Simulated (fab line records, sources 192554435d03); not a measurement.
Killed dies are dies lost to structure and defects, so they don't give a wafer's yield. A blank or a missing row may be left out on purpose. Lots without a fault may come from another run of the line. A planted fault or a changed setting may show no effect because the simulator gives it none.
Chamber matching | flow n5_finfet | N5_BEOL_M1_CO_CAP_55 on cvd_co-02: 3 sister chambers
The step material Co, precursor CCTBA/H2, target thk 2 nm, time 102.1 s. 3 wafers are shown with their chamber, then 11 later ones without.

WAFERS WITH THEIR CHAMBER
wafer  | chamber | heater_power_w (W)
L539.1 | 2       | 232
L539.2 | 1       | 226
L546.1 | 0       | 233

WAFERS WITHOUT THEIR CHAMBER
wafer  | heater_power_w (W)
L546.2 | 237
L546.4 | 235
L547.2 | 224
L547.5 | 225
L547.6 | 235
L550.1 | 244
L550.2 | 223
L550.5 | 232
L551.1 | 240
L551.2 | 217
L551.5 | 239

WHICH CHAMBER EACH WENT THROUGH
wafer  | from the rows above          | in truth
L546.2 | can't be placed: 0 or 2 or 1 | 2
L546.4 | can't be placed: 0 or 2 or 1 | 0
L547.2 | can't be placed: 1 or 2 or 0 | 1
L547.5 | can't be placed: 1 or 2 or 0 | 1
L547.6 | can't be placed: 0 or 2 or 1 | 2
L550.1 | can't be placed: 0 or 2 or 1 | 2
L550.2 | can't be placed: 1 or 2 or 0 | 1
L550.5 | can't be placed: 2 or 0 or 1 | 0
L551.1 | can't be placed: 0 or 2 or 1 | 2
L551.2 | can't be placed: 1 or 2 or 0 | 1
L551.5 | can't be placed: 0 or 2 or 1 | 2
Placed correctly: 0 of 11. Can't be placed from these rows: 11 (the true chamber is among the candidates in 11). Placed wrongly: 0.
How it was worked out, from the rows above alone: a wafer's distance from a chamber is the root of the sum, over the readings, of the square of ((its reading less the chamber's mean) divided by the reading's scatter). The wafer belongs to the nearest chamber; if the next one is less than 2 further off, it can't be placed. A chamber's mean is the mean of its shown wafers. The scatter: with one shown wafer a chamber, the root of the mean of the squares of how far each hidden wafer lies from its nearest shown one.
